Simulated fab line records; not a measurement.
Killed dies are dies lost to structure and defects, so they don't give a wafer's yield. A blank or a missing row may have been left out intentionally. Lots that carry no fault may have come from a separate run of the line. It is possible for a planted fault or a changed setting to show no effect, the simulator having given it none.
Which of the tools did it? -- flow nand-harc -- 14 lots (42 wafers sampled), 1 step of a 1302-step route

WHAT THE GAUGES SHOWED, per wafer
NHARC_A_CHANNEL_HOLE_D2_CD_MEAS_31.
lot,measured,on,cd-nm (nm)
L165,day 13 14:36,cd-sem-02,86.9 88.0 89.6
L167,day 14 21:49,cd-sem-03,90.8 91.2 91.6
L168,day 15 01:59,cd-sem-03,90.5 91.4 92.3
L172,day 15 20:49,cd-sem-02,89.7 92.2 90.3
L171,day 16 00:32,cd-sem-03,91.3 90.1 90.5
L175,day 17 00:40,cd-sem-02,88.9 90.4 90.3
L177,day 18 18:56,cd-sem-03,90.5 90.0 91.2
L179,day 19 12:21,cd-sem-01,91.5 89.9 90.9
L180,day 19 12:34,cd-sem-01,91.0 90.6 89.1
L183,day 20 19:14,cd-sem-02,91.8 92.0 90.3
L186,day 21 23:59,cd-sem-01,90.4 89.8 90.4
L185,day 22 00:17,cd-sem-02,87.6 89.8 88.7
L187,day 22 07:37,cd-sem-02,88.2 91.7 93.3
L188,day 23 03:11,cd-sem-03,89.3 89.8 88.9

WHICH TOOL RAN EACH LOT (tool, then ch and the chambers of the sampled wafers, then the start)
Record: no process step prior to these readings.

AS READ BY THE TOOLS THEMSELVES (means over the sampled wafers that have a number; for cases with no such wafer, the mark the record gives instead)
The record holds no such reading with a usual standard deviation.

THE ANSWER, worked out from the rows above alone
Rule: the usual values come from the lots themselves. The widest of any qualifying gaps counts: lots, ordered by their means at a reading, are off when they make up no more than a third of the lots, leave a main group of 4 or more, and stand apart from it by 3 or more times the standard deviation of that group's means. The tables above print the reading to a certain number of digits; a main group whose means all agree to those digits is not used. A lot without any number at a reading at which 4 lots or more have one is off too. Where the step has rows for the other lots, those lots are counted as sound. The gauges are gone through in route order, then the tools' own readings, and for those a lot's mean is taken as printed above. The first step at which some lot is off is used, and at that step the reading that is off furthest; a lot without a number counts as furthest.
None of the lots is off at any reading shown; this tells nothing.

WHAT THE SIMULATOR PUT IN
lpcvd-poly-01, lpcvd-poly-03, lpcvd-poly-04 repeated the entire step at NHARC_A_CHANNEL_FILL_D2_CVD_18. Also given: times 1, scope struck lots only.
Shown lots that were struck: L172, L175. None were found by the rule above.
